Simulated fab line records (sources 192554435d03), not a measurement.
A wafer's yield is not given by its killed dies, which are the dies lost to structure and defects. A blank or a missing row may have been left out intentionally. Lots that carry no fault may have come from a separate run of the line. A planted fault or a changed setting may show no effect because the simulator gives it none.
Split-lot trial / flow n5 finfet / route with 1938 steps; 7 lots, 39 wafers read

== THE SPLIT ==
At N5_HKMG_FIN_ETCH_32 (etches SOC in N2/H2, target depth 240 nm, time 300 s), the setting bias w was moved away from the recipe's 150 W on 15 of the 39 wafers read, by -16.8% to +13.7%. All remaining wafers had this setting at the recipe value.

The reading comes from the split's own step.

== THE READING ==
rf vpp V, in V, at N5_HKMG_FIN_ETCH_32 (etches SOC in N2/H2, target depth 240 nm, time 300 s). Fault-free wafers of this fab line usually give 523.9 V, standard deviation 2.8 V.

wafer=L074.1; tool, chamber at the split=rie diel-05, 3; bias w as run, W=150; against the recipe=recipe; rf vpp V, V=525.8; against lot-mates on the recipe=-
wafer=L074.2; tool, chamber at the split=rie diel-05, 2; bias w as run, W=150; against the recipe=recipe; rf vpp V, V=525.3; against lot-mates on the recipe=-
wafer=L074.3; tool, chamber at the split=rie diel-05, 0; bias w as run, W=150; against the recipe=recipe; rf vpp V, V=519.9; against lot-mates on the recipe=-
wafer=L074.4; tool, chamber at the split=rie diel-05, 1; bias w as run, W=150; against the recipe=recipe; rf vpp V, V=517.7; against lot-mates on the recipe=-
wafer=L074.5; tool, chamber at the split=rie diel-05, 0; bias w as run, W=150; against the recipe=recipe; rf vpp V, V=519.5; against lot-mates on the recipe=-
wafer=L074.6; tool, chamber at the split=rie diel-05, 3; bias w as run, W=150; against the recipe=recipe; rf vpp V, V=525.7; against lot-mates on the recipe=-
wafer=L081.2; tool, chamber at the split=rie diel-05, 1; bias w as run, W=150; against the recipe=recipe; rf vpp V, V=519.3; against lot-mates on the recipe=-
wafer=L081.4; tool, chamber at the split=rie diel-05, 0; bias w as run, W=150; against the recipe=recipe; rf vpp V, V=521.9; against lot-mates on the recipe=-
wafer=L081.5; tool, chamber at the split=rie diel-05, 2; bias w as run, W=150; against the recipe=recipe; rf vpp V, V=526.7; against lot-mates on the recipe=-
wafer=L084.1; tool, chamber at the split=rie diel-04, 2; bias w as run, W=165.3; against the recipe=+10.2%; rf vpp V, V=557.3; against lot-mates on the recipe=+33.8
wafer=L084.2; tool, chamber at the split=rie diel-04, 3; bias w as run, W=150; against the recipe=recipe; rf vpp V, V=523.1; against lot-mates on the recipe=-
wafer=L084.3; tool, chamber at the split=rie diel-04, 1; bias w as run, W=165.3; against the recipe=+10.2%; rf vpp V, V=560.1; against lot-mates on the recipe=+36.6
wafer=L084.4; tool, chamber at the split=rie diel-04, 0; bias w as run, W=150; against the recipe=recipe; rf vpp V, V=526.6; against lot-mates on the recipe=-
wafer=L084.5; tool, chamber at the split=rie diel-04, 3; bias w as run, W=150; against the recipe=recipe; rf vpp V, V=520.7; against lot-mates on the recipe=-
wafer=L084.6; tool, chamber at the split=rie diel-04, 2; bias w as run, W=165.3; against the recipe=+10.2%; rf vpp V, V=555.6; against lot-mates on the recipe=+32.1
wafer=L093.1; tool, chamber at the split=rie diel-04, 3; bias w as run, W=166.5; against the recipe=+11.0%; rf vpp V, V=555.3; against lot-mates on the recipe=+31.0
wafer=L093.2; tool, chamber at the split=rie diel-04, 1; bias w as run, W=166.5; against the recipe=+11.0%; rf vpp V, V=561.6; against lot-mates on the recipe=+37.3
wafer=L093.3; tool, chamber at the split=rie diel-04, 2; bias w as run, W=166.5; against the recipe=+11.0%; rf vpp V, V=559.2; against lot-mates on the recipe=+34.9
wafer=L093.4; tool, chamber at the split=rie diel-04, 0; bias w as run, W=150; against the recipe=recipe; rf vpp V, V=526.6; against lot-mates on the recipe=-
wafer=L093.5; tool, chamber at the split=rie diel-04, 2; bias w as run, W=150; against the recipe=recipe; rf vpp V, V=524.2; against lot-mates on the recipe=-
wafer=L093.6; tool, chamber at the split=rie diel-04, 3; bias w as run, W=150; against the recipe=recipe; rf vpp V, V=522.0; against lot-mates on the recipe=-
wafer=L094.1; tool, chamber at the split=rie diel-05, 3; bias w as run, W=141.7; against the recipe=-5.5%; rf vpp V, V=505.8; against lot-mates on the recipe=-15.1
wafer=L094.2; tool, chamber at the split=rie diel-05, 2; bias w as run, W=150; against the recipe=recipe; rf vpp V, V=525.7; against lot-mates on the recipe=-
wafer=L094.3; tool, chamber at the split=rie diel-05, 0; bias w as run, W=150; against the recipe=recipe; rf vpp V, V=518.0; against lot-mates on the recipe=-
wafer=L094.4; tool, chamber at the split=rie diel-05, 1; bias w as run, W=141.7; against the recipe=-5.5%; rf vpp V, V=510.4; against lot-mates on the recipe=-10.5
wafer=L094.5; tool, chamber at the split=rie diel-05, 0; bias w as run, W=150; against the recipe=recipe; rf vpp V, V=519.0; against lot-mates on the recipe=-
wafer=L094.6; tool, chamber at the split=rie diel-05, 3; bias w as run, W=141.7; against the recipe=-5.5%; rf vpp V, V=507.8; against lot-mates on the recipe=-13.1
wafer=L095.1; tool, chamber at the split=rie diel-05, 2; bias w as run, W=150; against the recipe=recipe; rf vpp V, V=524.4; against lot-mates on the recipe=-
wafer=L095.2; tool, chamber at the split=rie diel-05, 3; bias w as run, W=124.8; against the recipe=-16.8%; rf vpp V, V=467.2; against lot-mates on the recipe=-54.5
wafer=L095.3; tool, chamber at the split=rie diel-05, 0; bias w as run, W=150; against the recipe=recipe; rf vpp V, V=520.3; against lot-mates on the recipe=-
wafer=L095.4; tool, chamber at the split=rie diel-05, 1; bias w as run, W=124.8; against the recipe=-16.8%; rf vpp V, V=470.8; against lot-mates on the recipe=-50.9
wafer=L095.5; tool, chamber at the split=rie diel-05, 0; bias w as run, W=150; against the recipe=recipe; rf vpp V, V=520.5; against lot-mates on the recipe=-
wafer=L095.6; tool, chamber at the split=rie diel-05, 1; bias w as run, W=124.8; against the recipe=-16.8%; rf vpp V, V=470.1; against lot-mates on the recipe=-51.6
wafer=L097.1; tool, chamber at the split=rie diel-06, 2; bias w as run, W=150; against the recipe=recipe; rf vpp V, V=527.0; against lot-mates on the recipe=-
wafer=L097.2; tool, chamber at the split=rie diel-06, 3; bias w as run, W=170.5; against the recipe=+13.7%; rf vpp V, V=568.2; against lot-mates on the recipe=+44.7
wafer=L097.3; tool, chamber at the split=rie diel-06, 1; bias w as run, W=150; against the recipe=recipe; rf vpp V, V=521.1; against lot-mates on the recipe=-
wafer=L097.4; tool, chamber at the split=rie diel-06, 1; bias w as run, W=150; against the recipe=recipe; rf vpp V, V=522.4; against lot-mates on the recipe=-
wafer=L097.5; tool, chamber at the split=rie diel-06, 3; bias w as run, W=170.5; against the recipe=+13.7%; rf vpp V, V=569.2; against lot-mates on the recipe=+45.7
wafer=L097.6; tool, chamber at the split=rie diel-06, 2; bias w as run, W=170.5; against the recipe=+13.7%; rf vpp V, V=572.7; against lot-mates on the recipe=+49.2

THE FIT
A straight line over all 39 wafers: rf vpp V changes by +3.27 V for each +1% of bias w; r = +0.99; the points scatter about the line by 3 V.
The same after taking each lot's own level away (the mean of its wafers on the recipe; 39 wafers): +3.18 V for each +1%; r = +0.99; scatter 3 V.
According to that fit, moving bias w by its largest amount changes the reading by 53 V.
From 520.90 to 524.27 V: that is the span of the lots' own levels, equal to 1.2 times the standard deviation above.
Consequently the slope shifts little with the lot-to-lot level, the two slopes agreeing.
Check: for one of the wafers moved furthest among these (-16.8%), held out of the fit, the line's prediction against its lot-mates is -52.3 V. Against them it came out at -54.5 V.
Tool readings at the split's step, against how far the setting was moved: rf vpp V r = +0.99.

== OTHER SPLITS ON THESE WAFERS ==
Note: prior to the reading, these wafers also went through further splits. Each is held against what the fit with the lots' levels taken away leaves over:
other split on the same wafers=N5_DUMMY_GATE_EXPOSE_12 dose mj; wafers away from the commonest value=12; r with rf vpp V (lot level and that fit taken away)=-0.04
other split on the same wafers=N5_DUMMY_GATE_ETCH_37 source w; wafers away from the commonest value=9; r with rf vpp V (lot level and that fit taken away)=-0.04
other split on the same wafers=N5_SD_EPI_N_LINER_46 target thk a; wafers away from the commonest value=18; r with rf vpp V (lot level and that fit taken away)=-0.01
other split on the same wafers=N5_HKMG_FIN_HK_ALD_01 ald cycles; wafers away from the commonest value=9; r with rf vpp V (lot level and that fit taken away)=-0.07
other split on the same wafers=N5_HKMG_FIN_ETCH_58 bias w; wafers away from the commonest value=12; r with rf vpp V (lot level and that fit taken away)=+0.02

== THE WHOLE CHAIN: every reading that the file lists as answering this split, in the file's order ==
step=N5_HKMG_FIN_ETCH_32; what it does=etches SOC in N2/H2, target depth 240 nm, time 300 s; reading=rf vpp V; change (the file's fit)=+3.19 V for each +1% of the setting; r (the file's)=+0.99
step=N5_HKMG_FIN_ETCH_32; what it does=etches SOC in N2/H2, target depth 240 nm, time 300 s; reading=SiARC_of_HKMG_FIN_COAT_30.thk nm (the simulator's own value, which no gauge read); change (the file's fit)=-0.173 nm for each +1% of the setting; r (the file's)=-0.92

== THE FILE'S OWN FIT ==
rf vpp V changes by +3.19 V for each +1% of bias w, r = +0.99.
